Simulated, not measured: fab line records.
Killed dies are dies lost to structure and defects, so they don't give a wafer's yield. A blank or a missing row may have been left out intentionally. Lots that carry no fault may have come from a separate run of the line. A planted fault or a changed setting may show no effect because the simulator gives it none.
Chamber matching :: flow n5Finfet :: N5_BEOL_M1_VIA_ETCH_34 on rieDiel-04 has 4 sister chambers
The step etches the open film in C4F6/O2, target depth 67.8 nm, time 64.4 s. 14 wafers are shown with their chamber, then 7 later ones without.

WAFERS PAIRED WITH THEIR CHAMBERS
wafer: L077.2
chamber: 2
rfVppV (V): 650
drypumpMotorCurrentA (A): 4.8
showerheadPlenumPTorr (Torr): 2.80

wafer: L077.3
chamber: 0
rfVppV (V): 686
drypumpMotorCurrentA (A): 6.0
showerheadPlenumPTorr (Torr): 2.74

wafer: L077.4
chamber: 1
rfVppV (V): 666
drypumpMotorCurrentA (A): 5.5
showerheadPlenumPTorr (Torr): 2.89

wafer: L082.2
chamber: 3
rfVppV (V): 655
drypumpMotorCurrentA (A): 4.9
showerheadPlenumPTorr (Torr): 2.82

wafer: L082.4
chamber: 2
rfVppV (V): 651
drypumpMotorCurrentA (A): 4.9
showerheadPlenumPTorr (Torr): 2.79

wafer: L082.5
chamber: 3
rfVppV (V): 655
drypumpMotorCurrentA (A): 4.9
showerheadPlenumPTorr (Torr): 2.82

wafer: L086.2
chamber: 1
rfVppV (V): 667
drypumpMotorCurrentA (A): 5.5
showerheadPlenumPTorr (Torr): 2.88

wafer: L086.3
chamber: 0
rfVppV (V): 685
drypumpMotorCurrentA (A): 6.0
showerheadPlenumPTorr (Torr): 2.73

wafer: L086.5
chamber: 0
rfVppV (V): 686
drypumpMotorCurrentA (A): 6.0
showerheadPlenumPTorr (Torr): 2.73

wafer: L093.1
chamber: 0
rfVppV (V): 685
drypumpMotorCurrentA (A): 6.0
showerheadPlenumPTorr (Torr): 2.72

wafer: L093.3
chamber: 2
rfVppV (V): 648
drypumpMotorCurrentA (A): 4.8
showerheadPlenumPTorr (Torr): 2.78

wafer: L093.6
chamber: 0
rfVppV (V): 684
drypumpMotorCurrentA (A): 6.0
showerheadPlenumPTorr (Torr): 2.72

wafer: L095.1
chamber: 2
rfVppV (V): 650
drypumpMotorCurrentA (A): 4.9
showerheadPlenumPTorr (Torr): 2.78

wafer: L095.2
chamber: 0
rfVppV (V): 686
drypumpMotorCurrentA (A): 6.1
showerheadPlenumPTorr (Torr): 2.72

SIGNATURES, as means of the wafers listed above
reading: rfVppV
chamber 0: 685.33
chamber 1: 666.50
chamber 2: 649.75
chamber 3: 655.00
scatter within a chamber: 0.926

reading: drypumpMotorCurrentA
chamber 0: 6.017
chamber 1: 5.500
chamber 2: 4.850
chamber 3: 4.900
scatter within a chamber: 0.0428

reading: showerheadPlenumPTorr
chamber 0: 2.7267
chamber 1: 2.8850
chamber 2: 2.7875
chamber 3: 2.8200
scatter within a chamber: 0.00811
Rule: a wafer lies at a distance from a chamber equal to the root of the sum of squares, over the readings, of (its reading less the chamber's mean, divided by the reading's scatter). The wafer belongs to the nearest chamber; if the next one is less than 2 further off, it can't be placed. The scatter is the square root of a quotient: the sum, over the shown wafers, of each reading's squared deviation from its chamber's mean, divided by wafers minus chambers.

WAFERS WHOSE CHAMBER IS MISSING
wafer: L095.5
rfVppV (V): 650
drypumpMotorCurrentA (A): 4.8
showerheadPlenumPTorr (Torr): 2.78

wafer: L096.1
rfVppV (V): 666
drypumpMotorCurrentA (A): 5.5
showerheadPlenumPTorr (Torr): 2.88

wafer: L096.3
rfVppV (V): 655
drypumpMotorCurrentA (A): 4.9
showerheadPlenumPTorr (Torr): 2.81

wafer: L096.4
rfVppV (V): 650
drypumpMotorCurrentA (A): 4.8
showerheadPlenumPTorr (Torr): 2.78

wafer: L097.1
rfVppV (V): 683
drypumpMotorCurrentA (A): 6.0
showerheadPlenumPTorr (Torr): 2.72

wafer: L097.2
rfVppV (V): 656
drypumpMotorCurrentA (A): 5.0
showerheadPlenumPTorr (Torr): 2.81

wafer: L097.5
rfVppV (V): 657
drypumpMotorCurrentA (A): 4.9
showerheadPlenumPTorr (Torr): 2.81

WHICH CHAMBER EACH ONE RAN IN
wafer: L095.5
from the rows above: 2
in truth: 2

wafer: L096.1
from the rows above: 1
in truth: 1

wafer: L096.3
from the rows above: 3
in truth: 3

wafer: L096.4
from the rows above: 2
in truth: 2

wafer: L097.1
from the rows above: 0
in truth: 0

wafer: L097.2
from the rows above: 3
in truth: 3

wafer: L097.5
from the rows above: 3
in truth: 3
Correctly placed: 7 of 7. Left unplaced by these rows: 0. Placed wrongly: 0.
